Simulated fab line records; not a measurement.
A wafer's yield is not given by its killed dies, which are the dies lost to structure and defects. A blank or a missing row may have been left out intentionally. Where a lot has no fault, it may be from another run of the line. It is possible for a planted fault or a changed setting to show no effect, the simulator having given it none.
fab line records | flow nandHarc
record lots=6 | wafers=18 | lastDay=33
route steps=1302 shown P_CONTACT@225 END@1302
lots untouched by any fault: they come from a run of this same line in which no faults occurred
startH: hours from the record's opening day to when the first of the lot's shown wafers began | waitH: hours since the lot's step before | " repeats the value in the row above | L1.1+2: a single row standing in for several wafers | - either no value or no given start | * or withheld: withheld | < > ~ a bound
route shown NAME@n: names a module that has steps shown in the file, with the first one's number in the route | usual: average and standard deviation across the fault-free wafers | same: alike in all rows | chamber/n: place in a boat | sites: each site's reading | _std_site: standard deviation across them | _edge_site: inner sites' mean taken away from outer sites' mean | radiusMm: how far each site lies from the wafer's centre | mask NAME#n: copy n | behind: tool/chamber where the wafer was last shaped | hold: reason for holding the lot/hours on hold/outcome of the hold | device: the n, p or np transistor that did not switch | end of line: tests of these same wafers at the route's end | a step with no rows: only its recipe | killed: at the first sort, the dies lost to defects and structure; wafer yield is something else | map: per-die view of a wafer (x killed, . not killed, _ where there is no die)
set.NAME: the run value of the setting; set.NAME@STEP: its run value at that earlier step | model.NAME: the simulator's own value behind a step, which no gauge read
lots at some steps of the route; a table a step, a row a wafer
services: a tool's chamber out of use, with start hour (startH, from the record's first day; less than 0 if before it), hours out, and reason
## steps
# step NHARC_P_CONTACT_COAT_34
# recipe tempC=225 | timeS=65
# step NHARC_P_CONTACT_COAT_06
# recipe spinRpm=1500 | resistThkNm=90
# step NHARC_P_CONTACT_SOFTBAKE_07
# recipe tempC=105 | timeS=55
# step NHARC_P_CONTACT_EBR_08
# step NHARC_P_CONTACT_EXPOSE_09
# recipe na=1.35 | targetCdNm=90 | doseMj=81.26 | maskId=P_CA
# step NHARC_P_CONTACT_PEB_10
# recipe pebTempC=100 | pebTimeS=65
# step NHARC_P_CONTACT_DEVELOP_11
# recipe developTimeS=35 | devTempC=23
# step NHARC_P_CONTACT_CD_MEAS_12
# recipe targetCdNm=90 | landingEnergyEv=500
# usual cdNm=90.0/0.92
lot.wafer | tool     | chamber | startH | waitH | cdNm
L869.3    | cdSem-01 | 0       | 152.80 | -     | 90.1
L869.4    | "        | 0       | "      | "     | 89.3
L869.5    | "        | 0       | "      | "     | 90.1
L874.1    | cdSem-01 | 0       | 194.79 | -     | 90.7
L874.3    | "        | 0       | "      | "     | 89.2
L874.4    | "        | 0       | "      | "     | 88.8
L880.2    | cdSem-02 | 0       | 258.71 | -     | 90.1
L880.4    | "        | 0       | "      | "     | 90.7
L880.5    | "        | 0       | "      | "     | 91.1
L882.2    | cdSem-01 | 0       | 278.67 | -     | 91.4
L882.4    | "        | 0       | "      | "     | 90.5
L882.5    | "        | 0       | "      | "     | 91.4
L884.2    | cdSem-01 | 0       | 300.31 | -     | 89.4
L884.5    | "        | 0       | "      | "     | 90.0
L884.6    | "        | 0       | "      | "     | 89.1
L888.1    | cdSem-01 | 0       | 338.40 | -     | 90.2
L888.2    | "        | 0       | "      | "     | 89.2
L888.5    | "        | 0       | "      | "     | 89.1
# step NHARC_P_CONTACT_OVL_MEAS_13
# usual overlayXNm=0.3/0.77 | overlayYNm=-0.2/0.69
lot.wafer | tool       | chamber | startH | waitH | overlayXNm | overlayYNm
L869.3    | overlay-01 | -       | 152.89 | -     | 0.0        | -0.2
L869.4    | "          | -       | "      | "     | 0.4        | -0.4
L869.5    | "          | -       | "      | "     | 0.3        | 0.4
L874.1    | overlay-01 | -       | 194.88 | -     | 0.2        | -0.4
L874.3    | "          | -       | "      | "     | 1.0        | -0.2
L874.4    | "          | -       | "      | "     | 0.4        | 0.1
L880.2    | overlay-01 | -       | 258.80 | -     | 0.8        | -0.8
L880.4    | "          | -       | "      | "     | 0.7        | -0.8
L880.5    | "          | -       | "      | "     | 0.9        | -0.9
L882.2    | overlay-02 | -       | 278.76 | -     | -0.6       | -0.2
L882.4    | "          | -       | "      | "     | -0.8       | 0.6
L882.5    | "          | -       | "      | "     | -0.9       | 1.0
L884.2    | overlay-01 | -       | 300.39 | -     | 1.7        | -0.2
L884.5    | "          | -       | "      | "     | 0.5        | -0.1
L884.6    | "          | -       | "      | "     | 0.6        | -0.4
L888.1    | overlay-01 | -       | 338.49 | -     | -0.8       | 0.0
L888.2    | "          | -       | "      | "     | -0.3       | -0.4
L888.5    | "          | -       | "      | "     | -0.1       | -0.2
# step NHARC_P_CONTACT_INSPECT_14
# usual rawDefectCount=4.5/2.8
lot.wafer | tool             | chamber | startH | waitH | rawDefectCount
L869.3    | defectInspect-02 | -       | 152.92 | 0.0   | 2
L869.4    | "                | -       | "      | "     | 2
L869.5    | "                | -       | "      | "     | 1
L874.1    | defectInspect-02 | -       | 194.91 | 0.0   | 7
L874.3    | "                | -       | "      | "     | 5
L874.4    | "                | -       | "      | "     | 5
L880.2    | defectInspect-01 | -       | 258.84 | 0.0   | 7
L880.4    | "                | -       | "      | "     | 1
L880.5    | "                | -       | "      | "     | 4
L882.2    | defectInspect-02 | -       | 278.80 | 0.0   | 7
L882.4    | "                | -       | "      | "     | 2
L882.5    | "                | -       | "      | "     | 6
L884.2    | defectInspect-02 | -       | 300.43 | 0.0   | 3
L884.5    | "                | -       | "      | "     | 2
L884.6    | "                | -       | "      | "     | 3
L888.1    | defectInspect-01 | -       | 338.53 | 0.0   | 7
L888.2    | "                | -       | "      | "     | 3
L888.5    | "                | -       | "      | "     | 4
# step NHARC_P_CONTACT_DESCUM_17
# recipe timeS=3 | o2FlowSccm=200 | arFlowSccm=0 | biasPowerW=0 | chemistry=O2
# usual drypumpMotorCurrentA=5.8/0.42 | oesProductAu=1.000/0.01 | rfVppV=57.8/0.88 | showerheadPlenumPTorr=1.91/0.083 | throttleValvePct=11.311/0.0086
lot.wafer | tool       | chamber | startH | waitH | drypumpMotorCurrentA | oesProductAu | rfHoursCounterH | rfVppV | showerheadPlenumPTorr | throttleValvePct
L869.3    | rieDiel-07 | 2       | 153.01 | 0.1   | 5.7                  | 1.001        | 0.8             | 56.1   | 1.86                  | 11.306
L869.5    | "          | 1       | "      | "     | 5.2                  | 1.005        | -               | 56.6   | 1.96                  | 11.303
L869.4    | "          | 2       | "      | "     | 5.7                  | 1.001        | -               | 58.3   | 1.86                  | 11.317
L874.3    | rieDiel-06 | 3       | 194.97 | 0.1   | 5.7                  | 1.005        | 0.2             | 58.7   | 1.91                  | 11.311
L874.1    | "          | 1       | "      | "     | 5.7                  | 1.009        | 2.0             | 57.7   | 1.89                  | 11.320
L874.4    | "          | 2       | "      | "     | 5.7                  | 1.001        | 1.9             | 58.2   | 1.99                  | 11.320
L880.4    | rieDiel-06 | 2       | 258.90 | 0.1   | 5.7                  | 1.010        | 3.6             | 57.4   | 1.99                  | 11.302
L880.2    | "          | 0       | "      | "     | 6.4                  | 0.984        | 3.4             | 58.2   | 1.78                  | 11.322
L880.5    | "          | 3       | "      | "     | 5.7                  | 0.994        | -               | 58.0   | 1.91                  | 11.312
L882.2    | rieDiel-06 | 0       | 278.86 | 0.1   | 6.3                  | 0.995        | 4.3             | 57.9   | 1.78                  | 11.303
L882.4    | "          | 2       | "      | "     | 5.7                  | 1.001        | 4.9             | 59.4   | 1.99                  | 11.319
L882.5    | "          | 1       | "      | "     | 5.7                  | 1.000        | -               | 57.3   | 1.88                  | 11.303
L884.2    | rieDiel-02 | 1       | 300.52 | 0.1   | 5.3                  | 1.000        | 2.6             | 58.0   | 1.81                  | 11.285
L884.5    | "          | 2       | "      | "     | 5.4                  | 1.012        | -               | 58.2   | 1.87                  | 11.317
L884.6    | "          | 3       | "      | "     | 5.4                  | 1.024        | -               | 57.0   | 1.92                  | 11.310
L888.1    | rieDiel-06 | 3       | 338.59 | 0.1   | 5.7                  | 1.018        | 0.5             | 57.3   | 1.91                  | 11.298
L888.2    | "          | 0       | "      | "     | 6.3                  | 0.991        | 0.4             | 56.9   | 1.78                  | 11.320
L888.5    | "          | 3       | "      | "     | 5.7                  | 1.020        | -               | 58.9   | 1.91                  | 11.309
# step NHARC_P_CONTACT_ETCH_35
# recipe targetDepthA=390 | overEtchFrac=0.3 | timeS=65 | ionEnergyEv=80 | cf4FlowSccm=150 | arFlowSccm=0 | rfW=300 | biasW=100 | chemistry=CF4
# usual drypumpMotorCurrentA=5.8/0.43 | oesProductAu=1.001/0.01 | rfVppV=151.4/1.3 | showerheadPlenumPTorr=1.77/0.074 | throttleValvePct=13.284/0.0084
lot.wafer | tool       | chamber | startH | waitH | drypumpMotorCurrentA | oesProductAu | rfHoursCounterH | rfVppV | showerheadPlenumPTorr | throttleValvePct
L869.3    | rieDiel-07 | 3       | 153.09 | 0.1   | 6.4                  | 0.991        | 0.8             | 153.7  | 1.87                  | 13.304
L869.5    | "          | 2       | "      | "     | 5.7                  | 0.994        | -               | 151.7  | 1.72                  | 13.275
L869.4    | "          | 3       | "      | "     | 6.4                  | 0.986        | -               | 153.6  | 1.87                  | 13.277
L874.4    | rieDiel-06 | 1       | 195.06 | 0.1   | 5.7                  | 1.005        | 2.0             | 149.5  | 1.75                  | 13.284
L874.3    | "          | 2       | "      | "     | 5.7                  | 1.005        | 1.9             | 152.2  | 1.84                  | 13.278
L874.1    | "          | 0       | "      | "     | 6.3                  | 0.989        | 2.0             | 150.7  | 1.66                  | 13.293
L880.2    | rieDiel-06 | 3       | 258.98 | 0.1   | 5.7                  | 1.005        | 1.6             | 150.9  | 1.77                  | 13.280
L880.4    | "          | 2       | "      | "     | 5.7                  | 1.016        | 3.6             | 153.5  | 1.84                  | 13.276
L880.5    | "          | 0       | "      | "     | 6.3                  | 0.989        | -               | 150.2  | 1.66                  | 13.295
L882.4    | rieDiel-06 | 1       | 278.95 | 0.1   | 5.7                  | 1.003        | 4.5             | 151.8  | 1.74                  | 13.288
L882.2    | "          | 2       | "      | "     | 5.7                  | 0.997        | 4.9             | 151.9  | 1.84                  | 13.284
L882.5    | "          | 0       | "      | "     | 6.3                  | 0.992        | -               | 150.0  | 1.66                  | 13.286
L884.2    | rieDiel-02 | 3       | 300.58 | 0.1   | 5.4                  | 1.019        | 3.5             | 150.8  | 1.77                  | 13.296
L884.6    | "          | 2       | "      | "     | 5.4                  | 1.001        | -               | 150.6  | 1.73                  | 13.281
L884.5    | "          | 3       | "      | "     | 5.4                  | 1.015        | -               | 150.2  | 1.77                  | 13.279
L888.1    | rieDiel-06 | 1       | 338.68 | 0.1   | 5.7                  | 1.012        | 0.4             | 150.1  | 1.74                  | 13.280
L888.2    | "          | 3       | "      | "     | 5.7                  | 1.010        | 0.5             | 151.7  | 1.77                  | 13.293
L888.5    | "          | 1       | "      | "     | 5.7                  | 1.007        | -               | 150.5  | 1.74                  | 13.286
# step NHARC_P_CONTACT_ETCH_36
# recipe targetDepthA=2600 | overEtchFrac=0.25 | timeS=406.25 | ionEnergyEv=200 | n2FlowSccm=150 | h2FlowSccm=150 | arFlowSccm=0 | rfW=400 | biasW=150 | chemistry=N2/H2
# usual drypumpMotorCurrentA=5.8/0.41 | n2FlowSccm=150.0/0.47 | oesProductAu=1.000/0.012 | rfVppV=430.6/2.5 | showerheadPlenumPTorr=2.04/0.088 | throttleValvePct=14.171/0.0086
lot.wafer | tool       | chamber | startH | waitH | drypumpMotorCurrentA | n2FlowSccm | oesProductAu | rfHoursCounterH | rfVppV | showerheadPlenumPTorr | throttleValvePct
L869.3    | rieDiel-07 | 2       | 153.23 | -     | 5.7                  | 149.5      | 0.998        | 0.9             | 428.8  | 1.98                  | 14.179
L869.5    | "          | 1       | "      | "     | 5.2                  | 150.2      | 1.000        | -               | 431.4  | 2.09                  | 14.179
L869.4    | "          | 3       | "      | "     | 6.4                  | 149.6      | 0.989        | -               | 434.8  | 2.17                  | 14.174
L874.4    | rieDiel-06 | 2       | 195.18 | -     | 5.7                  | 149.8      | 1.001        | 2.0             | 433.8  | 2.13                  | 14.177
L874.3    | "          | 3       | "      | "     | 5.7                  | 151.6      | 1.019        | 0.3             | 430.5  | 2.04                  | 14.177
L874.1    | "          | 0       | "      | "     | 6.3                  | 150.1      | 0.993        | 2.1             | 425.6  | 1.90                  | 14.176
L880.2    | rieDiel-06 | 2       | 259.07 | -     | 5.7                  | 150.3      | 1.002        | 3.7             | 432.6  | 2.13                  | 14.168
L880.4    | "          | 1       | "      | "     | 5.7                  | 149.7      | 0.847        | 3.6             | 430.5  | 2.01                  | 14.179
L880.5    | "          | 3       | "      | "     | 5.7                  | 149.9      | 1.000        | -               | 431.9  | 2.04                  | 14.175
L882.2    | rieDiel-06 | 3       | 279.06 | -     | 5.7                  | 150.7      | 1.023        | 2.9             | 429.6  | 2.04                  | 14.187
L882.4    | "          | 0       | "      | "     | 6.3                  | 150.5      | 0.855        | 4.4             | 426.8  | 1.90                  | 14.176
L882.5    | "          | 3       | "      | "     | 5.7                  | 150.6      | 1.012        | -               | 430.7  | 2.04                  | 14.172
L884.2    | rieDiel-02 | 2       | 300.76 | -     | 5.4                  | 150.0      | 0.997        | 3.4             | 428.5  | 1.99                  | 14.172
L884.6    | "          | 3       | "      | "     | 5.4                  | 150.4      | 1.026        | -               | 431.4  | 2.04                  | 14.153
L884.5    | "          | 0       | "      | "     | 6.3                  | 149.6      | 1.004        | -               | 434.2  | 2.20                  | 14.174
L888.2    | rieDiel-06 | 1       | 338.76 | -     | 5.7                  | 150.2      | 1.022        | 0.4             | 428.6  | 2.01                  | 14.173
L888.1    | "          | 2       | "      | "     | 5.7                  | 150.2      | 1.002        | 0.4             | 432.7  | 2.13                  | 14.168
L888.5    | "          | 2       | "      | "     | 5.7                  | 150.7      | 1.009        | -               | 433.4  | 2.13                  | 14.174
# step NHARC_P_CONTACT_ETCH_18
# recipe targetDepthA=4810 | timeS=240.5 | c4f8FlowSccm=20 | o2FlowSccm=10 | arFlowSccm=withheld | rfW=600 | biasW=1500 | chemistry=C4F8/O2/Ar
# usual oesProductAu=0.959/0.019 | rfVppV=978/5.8
lot.wafer | tool       | chamber | startH | waitH | oesProductAu | rfHoursCounterH | rfVppV
L869.3    | rieDiel-07 | 2       | -      | -     | 0.940        | 1.1             | 975
L869.5    | "          | 1       | "      | "     | 0.956        | -               | 980
L869.4    | "          | 2       | "      | "     | 0.946        | -               | 975
L874.4    | rieDiel-06 | 1       | -      | -     | 0.978        | 2.3             | 975
L874.3    | "          | 2       | "      | "     | 0.983        | 2.2             | 984
L874.1    | "          | 0       | "      | "     | 0.944        | 2.2             | 970
L880.2    | rieDiel-06 | 2       | -      | -     | 0.972        | 3.9             | 983
L880.4    | "          | 3       | "      | "     | 0.962        | 1.9             | 978
L880.5    | "          | 3       | "      | "     | 0.953        | -               | 980
L882.2    | rieDiel-06 | 3       | -      | -     | 0.988        | 3.1             | 977
L882.4    | "          | 0       | "      | "     | 0.951        | 4.5             | 969
L882.5    | "          | 3       | "      | "     | 0.990        | -               | 978
L884.2    | rieDiel-02 | 0       | -      | -     | 0.955        | 3.6             | 988
L884.6    | "          | 1       | "      | "     | 0.944        | -               | 971
L884.5    | "          | 2       | "      | "     | 0.957        | -               | 975
L888.2    | rieDiel-06 | 0       | -      | -     | 0.952        | 0.6             | 969
L888.1    | "          | 2       | "      | "     | 0.988        | 0.6             | 982
L888.5    | "          | 1       | "      | "     | 0.982        | -               | 978
# step NHARC_END_SORT_01
# recipe tempC=25
# usual killedAtArray=52/17 | killedAtOther=1.2/1.4 | killedAtPeriphery=4.7/2.9 | killedDies=58/17 | killedOpen=3.2/1.9 | killedShort=2.4/1.4
# same grossDies=677
lot.wafer | tool      | chamber | startH | waitH | killedAtArray | killedAtOther | killedAtPeriphery | killedDies | killedOpen | killedShort
L869.3    | prober-02 | 0       | 600.30 | 3.1   | 74            | 0             | 1                 | 75         | 3          | 4
L869.4    | prober-02 | 0       | 601.09 | 3.4   | 49            | 1             | 8                 | 58         | 4          | 3
L869.5    | prober-02 | 0       | 601.88 | 3.7   | 73            | 2             | 2                 | 77         | 2          | 5
L880.4    | prober-02 | 0       | 700.38 | 3.4   | 42            | 0             | 474               | 516        | 1          | 1
L882.4    | prober-01 | 0       | 717.74 | 3.4   | 26            | 2             | 490               | 518        | 5          | 3
# killed by level:class
L869.3 A_CHANNEL_HOLE_D2:chamberFilmFlake=26 A_SLIT:chamberFilmFlake=24 A_STAIRCASE:chamberFilmFlake=7 A_CHANNEL_HOLE_D1:chamberFilmFlake=5 A_CONTACT:chamberFilmFlake=3 A_WL_FILL:geometricParticle:short=2 A_CHANNEL_FILL_D1:chamberFilmFlake=2 A_SOURCE_PLATE:geometricParticle:short=1
L869.4 A_CHANNEL_HOLE_D2:chamberFilmFlake=19 A_SLIT:chamberFilmFlake=12 A_STAIRCASE:chamberFilmFlake=10 P_M2:chamberFilmFlake=4 P_ZERO_WELL:chamberFilmFlake=2 A_CHANNEL_HOLE_D1:chamberFilmFlake=2 P_GATE:geometricParticle:open=1 P_M1:geometricParticle:open=1
L869.5 A_SLIT:chamberFilmFlake=30 A_CHANNEL_HOLE_D2:chamberFilmFlake=24 A_STAIRCASE:chamberFilmFlake=8 A_CONTACT:chamberFilmFlake=3 A_ONON_D2:geometricParticle:short=2 THIN_TSV:chamberFilmFlake=2 P_GATE:geometricParticle:short=1 P_M1:geometricParticle:open=1
L880.4 P_CONTACT:areaEtch=472 A_CHANNEL_HOLE_D2:chamberFilmFlake=21 A_CHANNEL_HOLE_D1:chamberFilmFlake=9 A_SLIT:chamberFilmFlake=4 A_CONTACT:chamberFilmFlake=3 A_ZERO_WELL:chamberFilmFlake=2 A_STAIRCASE:chamberFilmFlake=2 P_CONTACT:geometricParticle:open=1
L882.4 P_CONTACT:areaEtch=487 A_CHANNEL_HOLE_D1:chamberFilmFlake=6 A_CONTACT:chamberFilmFlake=5 A_STAIRCASE:chamberFilmFlake=4 A_CHANNEL_FILL_D2:chamberFilmFlake=3 A_SLIT:chamberFilmFlake=3 P_GATE:geometricParticle:open=2 A_CHANNEL_FILL_D2:geometricParticle:open=2
# map L880.4 (x killed, . not)
____________x____________
_________xxxxxxx_________
_______xxxxxxx.x.x_______
______x.xxx.xx.x.xx______
_____xxxxxxxx.xxxxxx_____
____x.xxxx.xxx.xxxxxx____
____xxxxx.xx.xxxx..xx____
___xxxxx.xx...x.xxxxxx___
___xxxxx.xxx....x..xxx___
__xxxxx.xxxxx....xxx.xx__
__x.xxx...x...xxxxxxxxx__
_xxxxxxx.x.xx....x..x.xx_
_xxxxx.x...xx....x.xxxxx_
_xxxx.x.xx..xx.....xxxxx_
_xxx...xx.xxxxxx..x.xxxx_
_xxxxxx.xx.xxxx.x..xxxxx_
xxxxx...x.xxxxxx..xxxxx.x
xxx..xxxxxxxxxx.x.xx..xxx
xxxxx.x.xxxxx....xx.xxxxx
xxxxxxxx.xx.xxxxx.xxx.xxx
xx.xx.xxxxx..xx.x..xxxxxx
_xxxx..x.xx....x..xxxx.x_
_xxxx......xxxxxxxxx.xxx_
_xxxxx.xx..x...xxxx.xxxx_
_x.xxxxxxxxxx.x.x.xxxxxx_
_xxxxx.xxx.....xxxxxxxxx_
__xxxxxxxxx..x.xxxxxxxx__
__xxxxxxxxxxxx.x.xx.xxx__
___x.xxxxxxxx....xxxxx___
___x.xxxx..x.xxxxxxxxx___
____xxxxxxx.xxxxxxxxx____
____xxxxxxxxxxxxxxxxx____
_____xxxxxxxxxxxxxxx_____
______xxxxxxxxx.xxx______
_______.xxxxxxxxxx_______
_________xxxxxxx_________
____________x____________
# map L882.4 (x killed, . not)
____________x____________
_________xxxxxxx_________
_______xxxxxxxxxxx_______
______xxxxx.xxxxxxx______
_____xxxxxx.xxxxxxxx_____
____xxxxxxxxxx.xxxxxx____
____xxxxxx.xxxxxxxxx.____
___xxxxx.xx.xxx.xxxxxx___
___xxxxxxxxx.x.xxxx.xx___
__xxxxxx.x..xxxxxxx..xx__
__xxxx..xxx.xx.xxxxxxxx__
_xxxxxxxxx..xxx.xxxxxxxx_
_xx.x.x.x....xxxxx.xx..x_
_xxxxxxxx.x...x.x.xxxx.x_
_xxxxx.x.xxx.xxxxx.xxxxx_
_xxx.xxx.xx.xx..xxxxxx.x_
xxxxxx.xx..x.xxxx..x.xxxx
xxxxxx.xx..xx.xx...xx..xx
xxxxx.x..x.xxxx....x.xxxx
xxxxxxx...xxxx...x.xxxxxx
xxxxxxxxxxx.x.x.xxxxxxxxx
_xxx.x.x......x..xx..xxx_
_xxx...xxxx..x..x.xxx.xx_
_xxxxxx.x...x..xxx...xxx_
_xxxxxx.xx.x......x.xxxx_
_xxxxxxxx.x....x..x.xxxx_
__xxxx.xx.x.....x...xxx__
__xxxx.xxxxxxxxx..x.xxx__
___xxxxx.xxxxx..xxx.xx___
___xxxxxx.xxx.x.xxxxxx___
____xxxxxxxxx.xxxxxxx____
____xxxxxxxxxxxxxxxxx____
_____xxxxxxxx.x.xxxx_____
______xx.xxxxxxx.xx______
_______xx.xxxxxxxx_______
_________xxxxxxx_________
____________x____________
## services
tool       | chamber | startH | hours | kind
rieDiel-06 | -       | 130.20 | 9.0   | pm
rieDiel-06 | 0       | 130.20 | 9.0   | ventCycle
rieDiel-06 | 1       | 130.20 | 9.0   | ventCycle
rieDiel-06 | 2       | 130.20 | 9.0   | ventCycle
rieDiel-06 | 3       | 130.20 | 52.6  | ventCycle
rieDiel-02 | 3       | 139.13 | 6.1   | repair
rieDiel-06 | 0       | 139.20 | -     | clean
rieDiel-06 | 1       | 139.20 | -     | clean
rieDiel-07 | 0       | 146.76 | 7.9   | repair
rieDiel-06 | -       | 148.71 | 4.3   | repair
rieDiel-07 | -       | 154.79 | 0.5   | repair
rieDiel-02 | 0       | 171.87 | 11.7  | repair
rieDiel-07 | -       | 173.78 | 0.4   | repair
rieDiel-06 | 2       | 183.53 | 1.7   | repair
rieDiel-07 | 1       | 193.51 | 11.3  | repair
rieDiel-06 | 0       | 209.24 | 4.9   | repair
rieDiel-06 | 1       | 213.51 | 4.5   | repair
rieDiel-02 | -       | 216.74 | 9.0   | pm
rieDiel-02 | 3       | 261.46 | 5.8   | repair
rieDiel-02 | 1       | 273.12 | 7.3   | repair
rieDiel-07 | -       | 294.20 | 9.0   | pm
rieDiel-06 | -       | 307.20 | 9.0   | pm
rieDiel-02 | 3       | 309.74 | 1.7   | repair
rieDiel-07 | 3       | 319.29 | 3.6   | repair
## key
firstSign step=NHARC_P_CONTACT_ETCH_36 | reading=oesProductAu | direction=down | sigmas=13 | usual=1.000 | struck=0.851
effect step=NHARC_END_SORT_01 | reading=killedAtPeriphery | direction=up | sigmas=99+ | usual=4.7 | struck=482
moreKillsBornAt NHARC_P_CONTACT_ETCH_36@rieDiel-06=959
metAt NHARC_P_CONTACT_ETCH_36
struckWafers L880.4,L882.4
laterRowsLeftOut L880.4,L882.4
testerLeftOut L880,L882
onsetBetween 195.18 259.07
fault kind=processParameterDrift | tool=rieDiel-06 | chamber=- | onsetH=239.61 | steps=NHARC_P_CONTACT_ETCH_36 | channel=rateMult | offset=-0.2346 | shape=step | endH=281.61 | scope=struckWafersOnly
# testerLeftOut: of these lots the tester's yield and bins aren't shown, on N5 and GAA mostly nor the transistor test; their killed dies are dies lost to structure and defects alone, not to doping, threshold or leakage, so they don't give the yield
# laterRowsLeftOut: the simulator's readings of these wafers behind a module that went badly wrong aren't trusted and aren't shown, but for the sort
